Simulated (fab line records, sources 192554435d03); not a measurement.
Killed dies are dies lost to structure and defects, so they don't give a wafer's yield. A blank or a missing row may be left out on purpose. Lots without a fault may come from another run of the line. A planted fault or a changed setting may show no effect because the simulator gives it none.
Chamber matching | flow n5_finfet | N5_BEOL_M8_STRIP_67 on rie_diel-06: 4 sister chambers
The step strips in CF4. 8 wafers are shown with their chamber, then 10 later ones without.

WAFERS WITH THEIR CHAMBER
wafer  | chamber | throttle_valve_pct (%) | drypump_motor_current_A (A)
L081.2 | 2       | 13.86                  | 5.5
L080.5 | 0       | 13.15                  | 5.7
L083.3 | 1       | 13.76                  | 6.2
L084.2 | 3       | 13.55                  | 5.4
L084.3 | 2       | 13.91                  | 5.5
L084.5 | 0       | 13.17                  | 5.7
L089.1 | 1       | 13.80                  | 6.1
L089.3 | 3       | 13.57                  | 5.5

WAFERS WITHOUT THEIR CHAMBER
wafer  | throttle_valve_pct (%) | drypump_motor_current_A (A)
L089.5 | 13.93                  | 5.5
L091.2 | 13.20                  | 5.7
L091.4 | 13.81                  | 6.2
L091.6 | 13.78                  | 6.2
L096.2 | 13.83                  | 6.1
L096.4 | 13.61                  | 5.5
L096.5 | 13.82                  | 6.1
L095.2 | 13.96                  | 5.5
L095.5 | 13.22                  | 5.7
L095.6 | 13.58                  | 5.5

WHICH CHAMBER EACH WENT THROUGH
wafer  | from the rows above | in truth
L089.5 | 2                   | 2
L091.2 | 0                   | 0
L091.4 | 1                   | 1
L091.6 | 1                   | 1
L096.2 | 1                   | 1
L096.4 | 3                   | 3
L096.5 | 1                   | 1
L095.2 | 2                   | 2
L095.5 | 0                   | 0
L095.6 | 3                   | 3
Placed correctly: 10 of 10. Can't be placed from these rows: 0. Placed wrongly: 0.
How it was worked out, from the rows above alone: a wafer's distance from a chamber is the root of the sum, over the readings, of the square of ((its reading less the chamber's mean) divided by the reading's scatter). The wafer belongs to the nearest chamber; if the next one is less than 2 further off, it can't be placed. A chamber's mean is the mean of its shown wafers. The scatter: the root of (the sum of the squares of (reading less its chamber's mean) over the shown wafers, divided by (wafers less chambers)).
